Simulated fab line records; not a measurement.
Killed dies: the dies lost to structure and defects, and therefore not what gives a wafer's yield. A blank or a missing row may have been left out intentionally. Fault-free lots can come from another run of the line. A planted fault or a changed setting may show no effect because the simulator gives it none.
fab line records	flow nand-harc
[record] lots = 7	wafers = 21	last-day = 26
route steps=1159 shown P_M2@330
lots with no fault: from the same line, run without faults
start-h: hours from the record's first day to the start of the lot's first wafer shown	wait-h: hours from the lot's prior step to this one	" the same as in the row above	L1.1+2: several wafers, shown together as one row	- no value, or no start given	* or withheld: withheld	< > ~ a bound
route shown NAME@n: names a module that has steps shown in the file, with the first one's number in the route	usual: average and standard deviation across the fault-free wafers	same: alike in all rows	chamber/n: place in a boat	sites: the reading at each site	_std_site: standard deviation across them	_edge_site: outer sites' mean less inner sites'	radius-mm: how far each site lies from the wafer's centre	mask NAME#n: copy n	behind: the most recent tool/chamber to have shaped the wafer	hold: why the lot went on hold/how many hours it stayed there/how the hold came to an end	device: the n, p or np transistor that did not switch	end of line: tests run on the same wafers once the route is complete	a step without rows: its recipe alone	killed: not the wafer's yield, but the dies lost to structure and defects at the first sort	map: shows each die of a wafer: x if killed, . if not, _ if none is there
set.NAME: the setting as run; set.NAME@STEP: as run at that earlier step	model.NAME: the simulator's own value behind a step, which no gauge read
lots seen at some steps along the route; tables by step, rows by wafer
services: a tool's chamber out of use, with start hour (start-h, from the record's first day; less than 0 if before it), hours out, and reason
[[steps]]
[step NHARC_P_M2_INSPECT_11]
[usual] raw-defect-count = 3.9/2.5
lot.wafer	tool	chamber	start-h	wait-h	raw-defect-count
L677.1	defect-inspect-01	-	123.31	0.0	4
L677.2	"	-	"	"	2
L677.6	"	-	"	"	6
L679.2	defect-inspect-02	-	137.74	0.0	4
L679.5	"	-	"	"	8
L679.6	"	-	"	"	10
L680.3	defect-inspect-02	-	142.68	0.0	1
L680.4	"	-	"	"	2
L680.6	"	-	"	"	3
L681.3	defect-inspect-01	-	144.98	0.0	3
L681.5	"	-	"	"	4
L681.6	"	-	"	"	1
L693.1	defect-inspect-02	-	227.60	0.0	10
L693.3	"	-	"	"	8
L693.4	"	-	"	"	8
L697.4	defect-inspect-02	-	243.45	0.0	2
L697.5	"	-	"	"	2
L697.6	"	-	"	"	4
L700.1	defect-inspect-02	-	260.70	0.0	3
L700.3	"	-	"	"	3
L700.5	"	-	"	"	3
[step NHARC_P_M2_DESCUM_14]
[recipe] time-s = 3	o2-flow-sccm = 200	ar-flow-sccm = 0	bias-power-w = 0	chemistry = O2
[usual] drypump-motor-current-A = 5.6/0.33	oes-product-au = 1.002/0.0084	rf-vpp-V = 57.9/0.84	showerhead-plenum-p-Torr = 1.91/0.051	throttle-valve-pct = 11.310/0.0086
lot.wafer	tool	chamber	start-h	wait-h	drypump-motor-current-A	oes-product-au	rf-hours-counter-h	rf-vpp-V	showerhead-plenum-p-Torr	throttle-valve-pct
L677.1	rie-diel-03	2	123.37	0.1	5.3	1.011	3	56.9	1.86	11.320
L677.2	"	1	"	"	5.7	1.007	3	57.3	1.89	11.311
L677.6	"	2	"	"	5.3	1.004	-	58.6	1.86	11.311
L679.2	rie-diel-03	3	137.82	0.1	5.9	0.998	3	58.1	1.96	11.297
L679.5	"	1	"	"	5.7	0.993	-	58.3	1.89	11.311
L679.6	"	2	"	"	5.3	1.008	-	57.6	1.86	11.321
L680.4	rie-diel-03	0	142.76	0.1	5.6	0.995	4	57.3	1.98	11.321
L680.3	"	1	"	"	5.7	0.997	4	56.3	1.89	11.315
L680.6	"	3	"	"	5.9	1.008	-	57.3	1.96	11.322
L681.3	rie-diel-12	1	145.05	0.1	5.4	1.006	39	57.6	1.97	11.298
L681.6	"	0	"	"	6.7	0.980	-	57.1	1.90	11.322
L681.5	"	1	"	"	5.4	1.013	-	58.3	1.97	11.313
L693.3	rie-diel-01	3	227.66	0.1	6.2	0.989	19	57.4	1.86	11.310
L693.4	"	0	"	"	5.7	0.996	20	58.8	1.90	11.294
L693.1	"	1	"	"	5.4	1.006	18	58.3	2.00	11.309
L697.4	rie-diel-03	2	243.52	0.1	5.3	1.011	1	56.6	1.86	11.318
L697.5	"	1	"	"	5.7	1.015	-	57.3	1.89	11.315
L697.6	"	2	"	"	5.3	1.008	-	57.5	1.86	11.313
L700.3	rie-diel-03	1	260.76	0.1	5.7	0.995	1	56.1	1.89	11.303
L700.1	"	2	"	"	5.4	1.019	1	57.6	1.86	11.314
L700.5	"	2	"	"	5.3	1.008	-	57.8	1.86	11.312
[step NHARC_P_M2_ETCH_35]
[recipe] target-depth-a = 400	overetch-a = 120	time-s = 43.94	ion-energy-ev = 200	n2-flow-sccm = 150	h2-flow-sccm = 150	ar-flow-sccm = 0	rf-w = 400	bias-w = 150	chemistry = N2/H2
[step NHARC_P_M2_ETCH_15]
[recipe] target-depth-a = 1825	time-s = 91.2	c4f8-flow-sccm = withheld	ar-flow-sccm = 400	rf-w = 600	bias-w = 300	chemistry = C4F8/Ar
[usual] oes-product-au = 0.947/0.022	rf-vpp-V = 440.9/1.8
lot.wafer	tool	chamber	start-h	wait-h	oes-product-au	rf-hours-counter-h	rf-vpp-V
L677.2	rie-diel-03	2	-	-	0.954	3	439.2
L677.1	"	1	"	"	0.974	3	439.5
L677.6	"	2	"	"	0.954	-	440.2
L679.2	rie-diel-03	3	-	-	0.977	3	443.3
L679.5	"	3	"	"	0.967	-	442.5
L679.6	"	0	"	"	0.974	-	442.6
L680.4	rie-diel-03	0	-	-	0.983	4	443.3
L680.3	"	1	"	"	0.975	4	440.4
L680.6	"	0	"	"	0.988	-	443.6
L681.3	rie-diel-12	1	-	-	0.937	39	442.3
L681.6	"	3	"	"	0.918	-	439.5
L681.5	"	0	"	"	0.917	-	441.7
L693.3	rie-diel-01	0	-	-	0.923	20	442.0
L693.1	"	1	"	"	0.931	18	443.6
L693.4	"	2	"	"	0.933	20	438.6
L697.4	rie-diel-03	1	-	-	0.963	1	439.8
L697.6	"	3	"	"	0.969	-	440.6
L697.5	"	0	"	"	0.976	-	444.0
L700.1	rie-diel-03	1	-	-	0.949	1	441.0
L700.3	"	2	"	"	0.965	1	438.1
L700.5	"	2	"	"	0.965	-	439.0
[step NHARC_P_M2_CD_MEAS_16]
[usual] cd-nm = 170.2/0.8
lot.wafer	tool	chamber	start-h	wait-h	cd-nm
L677.1	cd-sem-02	-	123.67	-	169.6
L677.2	"	-	"	"	169.6
L677.6	"	-	"	"	170.2
L679.2	cd-sem-01	-	138.11	-	171.4
L679.5	"	-	"	"	169.5
L679.6	"	-	"	"	171.1
L680.3	cd-sem-03	-	143.05	-	169.2
L680.4	"	-	"	"	169.6
L680.6	"	-	"	"	169.3
L681.3	cd-sem-01	-	145.40	-	170.5
L681.5	"	-	"	"	170.0
L681.6	"	-	"	"	168.0
L693.1	cd-sem-01	-	227.97	-	170.8
L693.3	"	-	"	"	170.1
L693.4	"	-	"	"	169.1
L697.4	cd-sem-02	-	243.82	-	171.2
L697.5	"	-	"	"	169.4
L697.6	"	-	"	"	171.3
L700.1	cd-sem-03	-	261.07	-	169.9
L700.3	"	-	"	"	170.7
L700.5	"	-	"	"	171.6
[step NHARC_P_M2_STRIP_18]
[recipe] power-w = 1000	n2-flow-sccm = 150	h2-flow-sccm = 150	ar-flow-sccm = 0	bias-w = 0	chemistry = N2/H2
[usual] drypump-motor-current-A = 5.6/0.33	oes-product-au = 1.003/0.0079	rf-vpp-V = 90.7/0.83	showerhead-plenum-p-Torr = 2.04/0.059	throttle-valve-pct = 14.171/0.01
lot.wafer	tool	chamber	start-h	wait-h	drypump-motor-current-A	oes-product-au	rf-hours-counter-h	rf-vpp-V	showerhead-plenum-p-Torr	throttle-valve-pct
L677.1	rie-diel-01	3	123.80	0.1	6.2	1.012	29	89.3	1.99	14.161
L677.2	"	0	"	"	5.7	1.006	26	89.5	2.04	14.175
L677.6	"	2	"	"	5.1	1.018	-	91.1	1.99	14.179
L679.2	rie-diel-03	2	138.18	0.1	5.3	1.001	3	89.2	1.98	14.176
L679.6	"	2	"	"	5.3	0.995	-	90.4	1.98	14.183
L679.5	"	3	"	"	5.9	0.995	-	91.6	2.09	14.186
L680.4	rie-diel-03	0	143.12	0.1	5.6	0.992	4	91.2	2.12	14.154
L680.3	"	2	"	"	5.4	0.987	3	90.8	1.98	14.190
L680.6	"	0	"	"	5.6	0.995	-	91.6	2.12	14.171
L681.3	rie-diel-03	1	145.49	0.1	5.7	1.000	4	90.1	2.02	14.161
L681.6	"	0	"	"	5.6	0.994	-	91.4	2.12	14.177
L681.5	"	1	"	"	5.7	1.009	-	89.8	2.02	14.170
L693.4	rie-diel-01	0	228.04	0.1	5.6	0.998	20	90.4	2.03	14.173
L693.1	"	2	"	"	5.1	1.010	20	91.3	1.98	14.159
L693.3	"	3	"	"	6.2	0.988	19	91.6	1.98	14.173
L697.4	rie-diel-01	1	243.97	0.1	5.4	1.007	21	91.2	2.14	14.169
L697.5	"	2	"	"	5.1	1.014	-	90.6	1.98	14.185
L697.6	"	3	"	"	6.2	0.991	-	90.8	1.98	14.187
L700.3	rie-diel-03	3	261.14	0.1	5.9	0.990	1	90.7	2.09	14.179
L700.1	"	0	"	"	5.6	1.003	1	90.8	2.12	14.174
L700.5	"	3	"	"	5.9	0.998	-	90.2	2.09	14.182
[step NHARC_P_M2_ETCH_28]
[recipe] target-depth-a = 300	over-etch-frac = 0.3	time-s = 72.99	ion-energy-ev = 150	cf4-flow-sccm = 50	n2-flow-sccm = 100	ar-flow-sccm = 150	rf-w = 300	bias-w = 100	chemistry = CF4/N2
[usual] drypump-motor-current-A = 5.6/0.33	oes-product-au = 1.001/0.0086	rf-vpp-V = 314.1/1.5	showerhead-plenum-p-Torr = 2.63/0.07	throttle-valve-pct = 19.793/0.0096
lot.wafer	tool	chamber	start-h	wait-h	drypump-motor-current-A	oes-product-au	rf-hours-counter-h	rf-vpp-V	showerhead-plenum-p-Torr	throttle-valve-pct
L677.1	rie-diel-01	0	-	-	5.7	0.996	26	314.0	2.62	19.808
L677.2	"	1	"	"	5.4	0.995	28	316.7	2.75	19.801
L677.6	"	1	"	"	5.4	0.997	-	316.5	2.75	19.801
L679.2	rie-diel-03	1	-	-	5.7	0.991	3	314.8	2.60	19.786
L679.6	"	0	"	"	5.5	0.991	-	315.1	2.72	19.807
L679.5	"	1	"	"	5.7	0.994	-	316.0	2.60	19.778
L680.3	rie-diel-03	3	-	-	5.9	0.996	4	314.3	2.69	19.790
L680.4	"	0	"	"	5.6	0.998	4	316.7	2.72	19.799
L680.6	"	1	"	"	5.7	0.997	-	313.8	2.60	19.793
L681.3	rie-diel-03	2	-	-	5.3	0.992	3	311.7	2.56	19.802
L681.6	"	0	"	"	5.5	0.997	-	316.1	2.72	19.799
L681.5	"	1	"	"	5.7	0.997	-	315.0	2.60	19.792
L693.4	rie-diel-01	0	-	-	5.7	1.001	20	314.2	2.61	19.806
L693.1	"	1	"	"	5.4	1.019	18	315.1	2.74	19.789
L693.3	"	2	"	"	5.1	1.007	20	312.4	2.55	19.792
L697.4	rie-diel-01	2	-	-	5.1	1.004	22	313.1	2.55	19.792
L697.6	"	2	"	"	5.1	1.004	-	311.7	2.55	19.786
L697.5	"	3	"	"	6.2	0.984	-	313.5	2.56	19.783
L700.3	rie-diel-03	3	-	-	5.9	0.990	1	314.8	2.69	19.785
L700.1	"	2	"	"	5.3	1.001	2	313.1	2.56	19.774
L700.5	"	3	"	"	5.9	0.992	-	316.4	2.69	19.801
[step NHARC_P_M2_STRIP_19]
[recipe] time-s = 600	temp-c = 30	chemistry = post-etch-residue-remover
[step NHARC_P_M2_DEGAS_29]
[recipe] temp-c = 250	time-s = 60
[step NHARC_P_M2_PRE_CLEAN_30]
[recipe] time-s = 30	temp-c = 280	gas = H2/He
[step NHARC_P_M2_PVD_20]
[recipe] target-thk-a = 50	bias-v = 168.6	power-w = 15000	chamber-pressure-pa = 0.12	time-s = 8.06	substrate-temp-c = 50	material = TaN
[step NHARC_P_M2_PVD_21]
[recipe] target-thk-a = 300	chamber-pressure-pa = 5	power-w = 5000	substrate-temp-c = 30	time-s = 20.49	material = Cu
[usual] cathode-dc-power-W = 5000.1/0.86	throttle-valve-pct = 29.4/0.94
lot.wafer	tool	chamber	start-h	wait-h	cathode-dc-power-W	throttle-valve-pct
L677.1	pvd-sputter-01	-	-	-	5001.9	31.1
L677.2	"	-	"	"	5000.1	30.6
L677.6	"	-	"	"	5000.4	28.9
L679.2	pvd-sputter-03	-	-	-	4999.7	29.2
L679.6	"	-	"	"	5000.0	29.8
L679.5	"	-	"	"	4998.5	30.0
L680.4	pvd-sputter-01	-	-	-	4998.3	31.4
L680.3	"	-	"	"	5000.4	28.7
L680.6	"	-	"	"	5000.2	31.5
L681.3	pvd-sputter-03	-	-	-	4999.8	29.8
L681.6	"	-	"	"	5000.4	28.6
L681.5	"	-	"	"	5000.9	29.8
L693.1	pvd-sputter-02	-	-	-	4999.7	28.7
L693.3	"	-	"	"	4999.8	28.6
L693.4	"	-	"	"	5000.9	29.5
L697.4	pvd-sputter-03	-	-	-	5000.7	28.9
L697.5	"	-	"	"	5000.9	31.1
L697.6	"	-	"	"	5000.7	28.8
L700.1	pvd-sputter-03	-	-	-	5002.1	28.5
L700.3	"	-	"	"	4998.7	30.3
L700.5	"	-	"	"	4999.1	28.8
[step NHARC_P_M2_ECD_22]
[recipe] target-thk-a = 4000	bath-temp-c = 25	material = Cu
lot.wafer	tool	chamber	start-h	wait-h
L677.2+1+6	ecd-cu-01	1,0,1	124.74	-
L679.2+5+6	ecd-cu-01	0,0,1	139.18	-
L680.3+4+6	ecd-cu-01	0,1,0	144.22	-
L681.3+6+5	ecd-cu-01	1,0,1	146.83	-
L693.1+3+4	ecd-cu-01	1,1,0	229.23	-
L697.4+6+5	ecd-cu-01	0,1,0	245.05	-
L700.1+3+5	ecd-cu-01	0,1,0	262.14	-
[step NHARC_P_M2_ANNEAL_31]
[recipe] temp-c = 225	time-s = 90
[step NHARC_P_M2_CMP_23]
[recipe] t-overpolish-s = 20	target-thk-nm = 144.3
[usual] motor-current-A = 12.1/1.2	slurry-filter-dp-kPa = 13.49/0.14	time-to-endpoint-s = 27.2/2.6
lot.wafer	tool	chamber	start-h	wait-h	motor-current-A	slurry-filter-dp-kPa	time-to-endpoint-s
L677.1	cmp-03	3	125.49	-	10.0	13.55	28.7
L677.2	"	1	"	"	12.3	13.39	30.5
L677.6	"	2	"	"	12.6	13.49	32.4
L679.2	cmp-03	3	139.96	-	10.0	13.41	10.5
L679.5	"	2	"	"	13.9	13.44	15.5
L679.6	"	3	"	"	10.9	13.49	27.6
L680.4	cmp-04	3	144.94	-	14.4	13.13	27.9
L680.3	"	1	"	"	12.0	13.71	7.8
L680.6	"	3	"	"	14.5	13.48	10.7
L681.3	cmp-03	2	147.46	-	12.4	13.52	30.5
L681.6	"	0	"	"	12.1	13.43	9.9
L681.5	"	1	"	"	12.1	13.32	29.7
L693.3	cmp-01	2	230.01	-	11.9	13.44	26.8
L693.1	"	0	"	"	11.5	13.57	29.3
L693.4	"	1	"	"	11.2	13.41	28.3
L697.4	cmp-04	3	245.68	-	14.8	13.37	24.6
L697.6	"	1	"	"	11.6	13.49	24.0
L697.5	"	2	"	"	11.0	13.55	25.0
L700.1	cmp-04	1	262.87	-	12.6	13.45	24.2
L700.3	"	0	"	"	14.4	13.48	26.5
L700.5	"	2	"	"	11.3	13.83	26.3
[step NHARC_P_M2_THK_MEAS_24]
[recipe] thk-meas-gauge = xrf
[usual] thk-nm = 143.9/1.4
lot.wafer	tool	chamber	start-h	wait-h	thk-nm
L677.1	film-metro-01	-	125.78	-	143.6
L677.2	"	-	"	"	144.2
L677.6	"	-	"	"	145.2
L679.2	film-metro-02	-	140.25	-	144.6
L679.5	"	-	"	"	146.5
L679.6	"	-	"	"	146.3
L680.3	film-metro-01	-	145.23	-	143.1
L680.4	"	-	"	"	144.0
L680.6	"	-	"	"	141.0
L681.3	film-metro-02	-	147.72	-	143.7
L681.5	"	-	"	"	145.0
L681.6	"	-	"	"	141.3
L693.1	film-metro-02	-	230.32	-	143.1
L693.3	"	-	"	"	144.4
L693.4	"	-	"	"	144.6
L697.4	film-metro-01	-	245.94	-	143.6
L697.5	"	-	"	"	143.6
L697.6	"	-	"	"	143.6
L700.1	film-metro-02	-	263.18	-	144.3
L700.3	"	-	"	"	144.6
L700.5	"	-	"	"	143.1
[[services]]
tool	chamber	start-h	hours	kind
pvd-sputter-03	-	102.09	10.0	pm
cmp-04	-	105.52	0.2	repair
rie-diel-03	2	109.87	9.1	repair
cmp-04	-	117.88	4.0	pm
rie-diel-03	-	118.73	1.1	repair
cmp-03	-	123.82	1.4	repair
rie-diel-01	-	137.80	9.0	pm
cmp-03	-	156.70	4.0	pm
pvd-sputter-03	-	173.10	4.6	repair
cmp-03	-	178.03	0.5	repair
cmp-03	-	201.07	2.7	repair
rie-diel-01	3	204.20	3.6	repair
rie-diel-03	-	215.30	9.0	pm
cmp-04	-	215.88	4.0	pm
rie-diel-01	1	216.27	6.4	repair
ecd-cu-01	-	226.35	1.9	repair
cmp-04	-	228.85	3.0	repair
cmp-03	-	239.32	1.1	repair
cmp-04	-	240.81	2.5	repair
cmp-03	-	244.51	25.1	repair
pvd-sputter-03	-	247.70	4.4	repair
rie-diel-03	-	250.35	1.0	repair
cmp-04	-	251.09	0.5	repair
cmp-04	-	254.65	1.3	repair
[[key]]
[first-sign] step = NHARC_P_M2_CMP_23	reading = time-to-endpoint-s	direction = down	sigmas = 6.4	usual = *	struck = *
effect none on later readings
met-at NHARC_P_M2_ECD_22
struck-wafers L679.2,L679.5,L680.3,L680.6,L681.6
onset-between 124.74 139.18
[fault] kind = process-parameter-drift	tool = ecd-cu-01	chamber = 0	onset-h = 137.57	steps = NHARC_P_M2_ECD_22	channel = target-thk-a	offset = *	shape = step	end-h = 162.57	acts-in = *	stated = *
